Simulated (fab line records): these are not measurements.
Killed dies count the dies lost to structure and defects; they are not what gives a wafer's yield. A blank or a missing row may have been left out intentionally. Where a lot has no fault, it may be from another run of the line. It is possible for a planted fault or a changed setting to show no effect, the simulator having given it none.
fab line records    flow n5_finfet
record lots=10  wafers=30  last_day=17
route steps=1938 shown BEOL_M4@1060 PASSIVATION@1936
lots untouched by any fault: they come from a run of this same line in which no faults occurred
start_h: the number of hours between the record's first day and the start of the first shown wafer of the lot    wait_h: how many hours have passed since the lot's step before this one    " repeats the value in the row above    L1.1+2: a single row standing in for several wafers    - no value, or no start was given    * or withheld: withheld    < > ~ a bound
route shown NAME@n: a module of which the file shows steps, and the number in the route of the first    usual: mean/standard deviation taken from wafers without a fault    same: alike in all rows    chamber/n: place in a boat    sites: each site's reading    _std_site: the standard deviation of these    _edge_site: inner sites' mean taken away from outer sites' mean    radius_mm: how far each site lies from the wafer's centre    mask NAME#n: copy n    behind: the most recent tool/chamber to have shaped the wafer    hold: why the lot was held/for how many hours/how that ended    device: transistor that didn't switch, given as n, p or np    end of line: tests of these same wafers at the route's end    where a step has no rows: the recipe by itself    killed: not the wafer's yield, but the dies lost to structure and defects at the first sort    map: dies across one wafer; x = killed, . = not, _ = none there
set.NAME: the setting that was run; set.NAME@STEP: the one run at that earlier step    model.NAME: the simulator's own value behind a step, which no gauge read
the route's steps for a sample of lots (tables are steps, rows are wafers)
services: when a tool's chamber went out of use (start_h, in hours from the record's first day, below 0 if earlier), for how many hours, and the reason
## steps
# step N5_BEOL_M4_ETCH_77
# recipe chemistry=N2/H2  target=underlayer  target_depth_a=65  mask_material=CAR-EUV  time_s=5.2  ion_energy_ev=200  pressure_mtorr=30  source_w=840  bias_w=150  n2_flow_sccm=200  h2_flow_sccm=200  ends=cleared
# usual chamber_pressure_mTorr=30.00/0.045  drypump_motor_current_A=5.7/0.33  etch_rf_on_time_s=5.18/0.2  oes_product_au=0.66/0.069  rf_vpp_V=524.3/2.4  showerhead_plenum_p_Torr=2.55/0.082  throttle_valve_pct=17.84/0.25
lot.wafer  tool         chamber  start_h  wait_h  chamber_pressure_mTorr  drypump_motor_current_A  etch_rf_on_time_s  oes_product_au  rf_hours_counter_h  rf_vpp_V  showerhead_plenum_p_Torr  throttle_valve_pct
L849.2     rie_diel-06  2        159.87   0.0     30.02                   5.7                      4.83               0.74            78                  523.8     2.55                      17.86
L849.3     "            1        "        "       30.02                   5.9                      5.05               0.58            244                 526.7     2.60                      18.01
L849.4     "            2        "        "       30.07                   5.7                      4.80               0.74            -                   524.5     2.55                      17.85
L854.2     rie_diel-04  0        189.78   0.0     29.99                   6.2                      4.93               0.75            47                  526.6     2.60                      17.68
L854.4     "            1        "        "       29.99                   5.5                      5.36               0.57            218                 525.5     2.50                      17.62
L854.6     "            2        "        "       30.05                   5.5                      4.92               0.62            -                   525.6     2.64                      17.68
L858.1     rie_diel-04  2        206.12   0.0     30.07                   5.5                      4.94               0.61            203                 524.7     2.63                      17.73
L858.3     "            3        "        "       29.99                   6.2                      5.21               0.67            88                  520.8     2.44                      17.57
L858.5     "            2        "        "       29.99                   5.5                      4.94               0.62            -                   525.7     2.63                      17.70
L860.1     rie_diel-01  2        220.84   0.0     30.15                   5.9                      5.27               0.82            3                   527.9     2.72                      17.98
L860.4     "            3        "        "       29.91                   5.5                      5.27               0.70            82                  525.3     2.57                      17.96
L860.5     "            0        "        "       30.00                   5.2                      4.98               0.75            -                   524.2     2.62                      17.94
L863.2     rie_diel-04  1        236.28   0.0     30.06                   5.4                      5.39               0.58            230                 523.2     2.50                      17.63
L863.4     "            2        "        "       30.06                   5.5                      4.97               0.60            214                 527.4     2.63                      17.71
L863.6     "            3        "        "       30.06                   6.1                      5.21               0.65            -                   520.0     2.44                      17.59
L861.2     rie_diel-04  0        237.62   0.0     29.94                   6.2                      4.99               0.72            64                  528.2     2.59                      17.73
L861.5     "            3        "        "       29.97                   6.2                      5.31               0.65            -                   522.2     2.44                      17.61
L861.6     "            0        "        "       30.04                   6.2                      5.00               0.72            -                   525.4     2.59                      17.70
L866.1     rie_diel-04  3        259.91   0.0     30.05                   6.1                      5.21               0.65            109                 522.4     2.44                      17.61
L866.2     "            2        "        "       29.99                   5.5                      5.01               0.60            223                 523.5     2.63                      17.72
L866.6     "            0        "        "       30.01                   6.2                      4.98               0.71            -                   527.6     2.59                      17.70
L868.2     rie_diel-01  2        272.02   0.0     30.00                   5.8                      5.42               0.77            21                  529.7     2.71                      18.02
L868.4     "            1        "        "       29.95                   5.6                      5.32               0.60            231                 526.6     2.63                      18.42
L868.5     "            2        "        "       29.99                   5.8                      5.46               0.77            -                   529.6     2.71                      17.99
L871.1     rie_diel-04  0        296.70   0.0     29.99                   6.2                      4.91               0.71            79                  525.1     2.58                      17.72
L871.2     "            3        "        "       29.92                   6.2                      5.18               0.65            120                 523.0     2.43                      17.64
L871.3     "            1        "        "       29.96                   5.4                      5.28               0.58            253                 522.4     2.49                      17.72
L872.1     rie_diel-06  2        300.86   0.0     30.07                   5.7                      4.90               0.68            130                 524.7     2.53                      17.97
L872.2     "            1        "        "       30.08                   5.9                      4.82               0.80            24                  526.4     2.59                      17.63
L872.6     "            2        "        "       30.02                   5.6                      4.92               0.69            -                   523.4     2.53                      17.94
# step N5_BEOL_M4_OCD_MEAS_38
# usual trench_depth_nm=55.6/1.5
lot.wafer  tool    chamber  start_h  wait_h  trench_depth_nm
L849.2     ocd-02  -        160.60   -       55.3
L849.3     "       -        "        "       54.0
L849.4     "       -        "        "       55.6
L854.2     ocd-01  -        191.25   -       57.7
L854.4     "       -        "        "       55.5
L854.6     "       -        "        "       55.8
L858.1     ocd-02  -        210.22   -       55.9
L858.3     "       -        "        "       56.7
L858.5     "       -        "        "       54.3
L860.1     ocd-02  -        226.06   -       53.5
L860.4     "       -        "        "       56.9
L860.5     "       -        "        "       56.0
L861.2     ocd-01  -        241.49   -       53.8
L861.5     "       -        "        "       55.9
L861.6     "       -        "        "       53.7
L863.2     ocd-02  -        241.49   -       54.5
L863.4     "       -        "        "       54.4
L863.6     "       -        "        "       57.4
L866.1     ocd-02  -        262.85   -       57.1
L866.2     "       -        "        "       56.5
L866.6     "       -        "        "       56.0
L868.2     ocd-02  -        276.35   -       55.3
L868.4     "       -        "        "       56.1
L868.5     "       -        "        "       53.8
L871.1     ocd-02  -        302.15   -       54.7
L871.2     "       -        "        "       58.4
L871.3     "       -        "        "       55.0
L872.1     ocd-01  -        302.27   -       54.1
L872.2     "       -        "        "       55.7
L872.6     "       -        "        "       55.6
# step N5_BEOL_M4_DEGAS_44
# recipe ambient=vacuum  temp_c=250  time_s=60
# usual heater_power_w=322/20
lot.wafer  tool            chamber  start_h  wait_h  heater_power_w
L849.2     pvd_sputter-02  -        160.79   0.0     321
L849.3     "               -        "        "       351
L849.4     "               -        "        "       325
L854.2     pvd_sputter-01  -        191.71   0.2     315
L854.4     "               -        "        "       318
L854.6     "               -        "        "       320
L858.1     pvd_sputter-03  -        210.76   0.4     331
L858.3     "               -        "        "       322
L858.5     "               -        "        "       328
L860.1     pvd_sputter-03  -        227.05   0.8     332
L860.4     "               -        "        "       333
L860.5     "               -        "        "       353
L861.2     pvd_sputter-01  -        241.84   0.2     322
L861.5     "               -        "        "       323
L861.6     "               -        "        "       277
L863.2     pvd_sputter-01  -        242.00   0.3     333
L863.4     "               -        "        "       272
L863.6     "               -        "        "       281
L866.1     pvd_sputter-01  -        263.22   0.2     341
L866.2     "               -        "        "       328
L866.6     "               -        "        "       317
L868.2     pvd_sputter-03  -        277.53   1.0     355
L868.4     "               -        "        "       324
L868.5     "               -        "        "       329
L871.1     pvd_sputter-02  -        302.52   0.2     350
L871.2     "               -        "        "       322
L871.3     "               -        "        "       323
L872.1     pvd_sputter-02  -        302.64   0.2     327
L872.2     "               -        "        "       319
L872.6     "               -        "        "       306
# step N5_BEOL_M4_SPUTTER_48
# recipe material=Cu  target_thk_a=45  temp_c=-20  chamber_pressure_pa=0.07  power_w=withheld  time_s=8.29
# usual chamber_pressure_pa=0.07/0.00013  chuck_gas_flow_sccm=1.27/0.058  throttle_valve_pct=29.8/1.2
lot.wafer  tool            chamber  start_h  wait_h  chamber_pressure_pa  chuck_gas_flow_sccm  throttle_valve_pct
L849.2     pvd_sputter-02  -        161.67   0.1     0.07                 1.25                 32.4
L849.3     "               -        "        "       0.07009              1.43                 29.4
L849.4     "               -        "        "       0.06998              1.19                 30.6
L854.2     pvd_sputter-01  -        192.32   0.1     0.06982              1.17                 29.1
L854.4     "               -        "        "       0.07006              1.34                 30.8
L854.6     "               -        "        "       0.06959              1.20                 29.5
L858.1     pvd_sputter-01  -        212.95   1.7     0.06999              1.28                 31.1
L858.3     "               -        "        "       0.06998              1.27                 30.5
L858.5     "               -        "        "       0.07001              1.23                 30.9
L860.1     pvd_sputter-01  -        227.64   0.1     -                    -                    -
L860.4     "               -        "        "       -                    -                    -
L860.5     "               -        "        "       -                    -                    -
L861.2     pvd_sputter-02  -        244.43   1.5     -                    -                    -
L861.5     "               -        "        "       -                    -                    -
L861.6     "               -        "        "       -                    -                    -
L863.2     pvd_sputter-03  -        244.46   1.5     -                    -                    -
L863.4     "               -        "        "       -                    -                    -
L863.6     "               -        "        "       -                    -                    -
L866.1     pvd_sputter-01  -        264.07   0.2     0.07007              1.32                 29.2
L866.2     "               -        "        "       0.06988              1.23                 30.5
L866.6     "               -        "        "       0.07011              1.27                 30.9
L868.2     pvd_sputter-02  -        278.18   0.1     0.07011              1.19                 28.0
L868.4     "               -        "        "       0.0702               1.25                 29.4
L868.5     "               -        "        "       0.07009              1.30                 27.7
L871.1     pvd_sputter-03  -        303.40   0.1     0.07025              1.25                 28.3
L871.2     "               -        "        "       0.07026              1.22                 30.0
L871.3     "               -        "        "       0.0699               1.27                 30.1
L872.1     pvd_sputter-02  -        303.50   0.2     0.06971              1.23                 30.6
L872.2     "               -        "        "       0.06997              1.24                 29.2
L872.6     "               -        "        "       0.07004              1.35                 29.2
# step N5_BEOL_M4_RC_MEAS_101
# usual DIBL_N=36.0/2.2  DIBL_P=35.9/2.6  IOFF_N=0.16/0.038  IOFF_P=0.21/0.042  ION_N=675/15  ION_P=463/10  SS_N=71.5/0.62  SS_P=73.2/0.76  VT_N=250/4.1  VT_P=-251/3.6
lot.wafer  tool       chamber  start_h  wait_h  DIBL_N[mV/V]  DIBL_P[mV/V]  IOFF_N[nA/um]  IOFF_P[nA/um]  ION_N[uA/um]  ION_P[uA/um]  SS_N[mV/dec]  SS_P[mV/dec]  VT_N[mV]  VT_P[mV]
L849.2     prober-01  0        164.69   0.2     35.0          34.6          0.13           0.20           672           464           71.2          72.7          250       -250
L849.3     "          0        "        "       32.8          32.3          0.11           0.17           658           457           70.6          72.4          256       -251
L849.4     "          0        "        "       33.8          32.1          0.12           0.16           665           461           71.6          72.1          254       -251
L854.2     prober-01  0        195.36   0.2     38.7          39.3          0.21           0.26           690           471           72.2          74.5          245       -249
L854.4     "          0        "        "       36.1          35.5          0.16           0.19           675           459           72.4          73.7          249       -251
L854.6     "          0        "        "       33.1          32.3          0.12           0.16           662           452           71.2          72.1          252       -253
L858.1     prober-02  0        215.85   0.0     37.8          37.3          0.16           0.19           675           459           71.2          73.3          252       -254
L858.3     "          0        "        "       35.3          34.2          0.12           0.16           644           445           70.9          73.4          259       -256
L858.5     "          0        "        "       35.8          33.6          0.13           0.15           653           446           71.9          72.5          256       -259
L860.1     prober-01  0        230.50   0.0     38.5          36.9          0.16           0.26           684           475           71.2          73.7          248       -247
L860.4     "          0        "        "       32.9          30.5          0.09           0.17           639           447           70.3          72.9          257       -250
L860.5     "          0        "        "       37.7          36.0          0.16           0.25           674           474           71.4          73.6          248       -245
L861.2     prober-01  0        247.44   0.2     35.2          36.6          0.15           0.20           673           460           71.2          72.6          249       -249
L861.5     "          0        "        "       34.9          34.8          0.14           0.18           681           466           71.4          72.5          250       -250
L861.6     "          0        "        "       35.5          36.6          0.15           0.20           666           456           71.6          73.4          246       -254
L863.2     prober-02  0        247.47   0.2     36.8          35.6          0.16           0.23           677           467           70.6          73.3          249       -247
L863.4     "          0        "        "       37.0          36.6          0.16           0.25           671           471           71.9          73.8          247       -248
L863.6     "          0        "        "       36.8          36.4          0.16           0.24           685           473           71.2          72.4          250       -253
L866.1     prober-02  0        266.93   0.0     37.0          38.5          0.17           0.24           661           456           72.0          73.5          246       -249
L866.2     "          0        "        "       37.4          38.1          0.20           0.23           697           478           71.2          73.8          243       -251
L866.6     "          0        "        "       36.6          36.9          0.17           0.22           686           464           70.7          72.4          248       -250
L868.2     prober-02  0        281.27   0.2     38.6          39.0          0.18           0.23           675           464           71.9          73.4          249       -250
L868.4     "          0        "        "       39.9          42.4          0.22           0.29           696           482           72.1          73.9          245       -248
L868.5     "          0        "        "       38.5          39.0          0.20           0.25           689           472           71.6          73.0          246       -250
L871.1     prober-01  0        306.25   0.0     37.4          40.0          0.21           0.26           678           458           71.8          74.5          242       -250
L871.2     "          0        "        "       33.0          33.5          0.14           0.17           679           467           71.5          72.5          249       -254
L871.3     "          0        "        "       37.6          40.5          0.22           0.25           692           470           72.9          74.6          244       -249
L872.1     prober-02  0        306.35   0.0     36.0          37.0          0.18           0.25           684           464           71.0          73.4          245       -248
L872.2     "          0        "        "       35.7          36.7          0.18           0.25           693           475           71.2          73.6          244       -245
L872.6     "          0        "        "       35.6          37.8          0.19           0.28           700           491           71.5          74.2          245       -245
# step N5_PASSIVATION_PROBE_49
# usual defect_limited_yield=91.4/1.6  killed_at_M0_to_M3=35/10  killed_at_M4_up=12/4.7  killed_at_contacts=12/5.8  killed_at_front_end=38/12  killed_at_other=4/3.2  killed_dies=102/18  killed_on_rim=13/4.2  killed_open=68/14  killed_short=32/8  sort_bin_5_function=5.1/0.96  sort_bin_6_memory=3.2/0.77  sort_bin_8_speed=0.1/0.39  sort_n_pass=1078/20  sort_yield_pct=91.3/1.7
# same gross_dies=1180  killed_at_back_side=0  sort_bin_4_leakage[%]=0
lot.wafer  tool       chamber  start_h  wait_h  defect_limited_yield[%]  killed_at_M0_to_M3  killed_at_M4_up  killed_at_contacts  killed_at_front_end  killed_at_other  killed_dies  killed_on_rim  killed_open  killed_short  sort_bin_5_function[%]  sort_bin_6_memory[%]  sort_bin_8_speed[%]  sort_n_pass  sort_yield_pct[%]
L860.1     prober-01  -        337.37   0.0     90.3                     49                  20               11                  34                   0                114          17             66           36            6.4                     3.0                   0                    1066         90.3
L860.4     prober-01  -        337.52   0.2     86.4                     58                  22               11                  68                   1                160          20             93           50            8.5                     4.2                   3.6                  978          82.9
L860.5     prober-01  -        337.57   0.2     86.8                     59                  28               24                  45                   0                156          26             94           46            7.7                     5.0                   0                    1024         86.8
L861.2     prober-02  -        358.40   0.1     89.5                     56                  32               9                   21                   6                124          22             70           34            5.9                     3.9                   0                    1056         89.5
L861.5     prober-02  -        358.55   0.2     89.6                     37                  34               13                  35                   4                123          20             80           31            7.6                     2.6                   0                    1057         89.6
L861.6     prober-02  -        358.60   0.3     88.9                     34                  26               14                  52                   5                131          20             76           44            7.2                     3.7                   0                    1049         88.9
L863.2     prober-02  -        359.63   1.0     92.3                     25                  18               10                  38                   0                91           13             56           27            5.0                     2.4                   0                    1089         92.3
L863.4     prober-02  -        359.73   1.1     88.6                     33                  28               25                  44                   4                134          22             90           34            5.9                     5.0                   0                    1046         88.6
L863.6     prober-02  -        359.83   1.2     88.4                     43                  28               13                  52                   1                137          17             78           43            6.4                     4.7                   0                    1043         88.4
# killed by level:class
L860.1 BEOL_M2:geometric_particle:open=13 BEOL_M4:interface_void_opened=11 MOL_CONTACT_COAG:geometric_particle:open=10 BEOL_M0_SAQP:geometric_particle:open=9 BEOL_M0_SAQP:geometric_particle:short=9 FIN_SAQP:geometric_particle:short=8 STI_FIN_REVEAL:geometric_particle:open=8 BEOL_M3:geometric_particle:open=6
L860.4 FIN_SAQP:geometric_particle:open=20 FIN_SAQP:geometric_particle:short=19 BEOL_M0_SAQP:geometric_particle:short=16 BEOL_M3:geometric_particle:open=12 BEOL_M4:interface_void_opened=12 BEOL_M0_SAQP:geometric_particle:open=11 BEOL_M2:geometric_particle:open=11 STI_FIN_REVEAL:geometric_particle:open=10
L860.5 MOL_CONTACT_COAG:geometric_particle:open=21 BEOL_M4:interface_void_opened=15 BEOL_M0_SAQP:geometric_particle:short=15 BEOL_M3:geometric_particle:open=15 FIN_SAQP:geometric_particle:open=9 BEOL_M0_SAQP:geometric_particle:open=9 BEOL_M2:geometric_particle:open=9 FIN_SAQP:geometric_particle:short=8
L861.2 BEOL_M4:interface_void_opened=17 BEOL_M2:geometric_particle:open=16 MOL_CONTACT_COAG:geometric_particle:open=8 BEOL_M3:geometric_particle:short=8 BEOL_M0_SAQP:geometric_particle:open=7 BEOL_M3:geometric_particle:open=7 BEOL_M4:geometric_particle:open=7 STI_FIN_REVEAL:geometric_particle:open=6
L861.5 MOL_CONTACT_COAG:geometric_particle:open=12 BEOL_M4:geometric_particle:open=11 BEOL_M4:interface_void_opened=11 STI_FIN_REVEAL:geometric_particle:open=10 BEOL_M0_SAQP:geometric_particle:open=10 BEOL_M2:geometric_particle:open=9 FIN_SAQP:geometric_particle:open=6 FIN_SAQP:geometric_particle:short=5
L861.6 FIN_SAQP:geometric_particle:open=20 MOL_CONTACT_COAG:geometric_particle:open=13 FIN_SAQP:geometric_particle:short=11 BEOL_M4:interface_void_opened=11 BEOL_M0_SAQP:geometric_particle:short=9 BEOL_M2:geometric_particle:open=7 BEOL_M4:geometric_particle:open=6 BEOL_M0_SAQP:geometric_particle:open=5
L863.2 STI_FIN_REVEAL:geometric_particle:open=10 MOL_CONTACT_COAG:geometric_particle:open=9 BEOL_M0_SAQP:geometric_particle:short=9 FIN_SAQP:geometric_particle:open=8 BEOL_M4:interface_void_opened=8 GATE_CUT:geometric_particle:short=5 GATE_CUT:geometric_particle:open=5 BEOL_M0_SAQP:geometric_particle:open=5
L863.4 MOL_CONTACT_COAG:geometric_particle:open=21 FIN_SAQP:geometric_particle:open=14 BEOL_M2:geometric_particle:open=13 BEOL_M4:interface_void_opened=10 FIN_SAQP:geometric_particle:short=7 STI_FIN_REVEAL:geometric_particle:open=7 BEOL_M4:geometric_particle:open=6 BEOL_M1:geometric_particle:open=5
L863.6 FIN_SAQP:geometric_particle:open=16 BEOL_M4:interface_void_opened=16 BEOL_M0_SAQP:geometric_particle:short=15 MOL_CONTACT_COAG:geometric_particle:open=10 FIN_SAQP:geometric_particle:short=9 BEOL_M3:geometric_particle:open=9 BEOL_M1:geometric_particle:open=8 BEOL_M2:geometric_particle:open=7
## services
tool            chamber  start_h  hours  kind
pvd_sputter-01  -        150.27   1.8    repair
rie_diel-06     0        155.65   13.1   repair
rie_diel-01     1        173.91   5.0    repair
rie_diel-06     1        187.11   16.2   repair
rie_diel-01     2        201.16   -      clean
rie_diel-01     2        201.16   -      consumable_replace:focus_ring
rie_diel-01     2        201.16   -      consumable_replace:showerhead
rie_diel-01     2        201.16   13.0   scheduled_down
rie_diel-01     2        201.16   13.0   vent_cycle
rie_diel-04     1        204.77   9.1    repair
rie_diel-06     3        242.09   1.5    repair
rie_diel-06     0        242.48   1.3    repair
rie_diel-04     0        276.72   15.8   repair
rie_diel-04     3        290.02   5.1    repair
rie_diel-04     2        293.54   9.1    repair
rie_diel-04     1        302.68   -      clean
rie_diel-04     1        302.68   -      consumable_replace:focus_ring
rie_diel-04     1        302.68   12.8   scheduled_down
rie_diel-04     1        302.68   12.8   vent_cycle
## key
first_sign step=N5_BEOL_M4_SPUTTER_48  reading=tool_record  direction=missing
effect step=N5_PASSIVATION_PROBE_49  reading=killed_at_M4_up  direction=up  sigmas=3  usual=12  struck=26  wafers_moved=8
met_at N5_BEOL_M4_SPUTTER_48
struck_lots L860,L861,L863
not_acting_at N5_BEOL_M4_ETCH_77,N5_BEOL_M4_OCD_MEAS_38,N5_BEOL_M4_DEGAS_44
onset_between 212.95 227.64
fault kind=skipped_step_whole  tool=pvd_sputter-01,pvd_sputter-02,pvd_sputter-03  chamber=-  onset_h=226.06  steps=N5_BEOL_M4_SPUTTER_48  scope=struck_lots_only
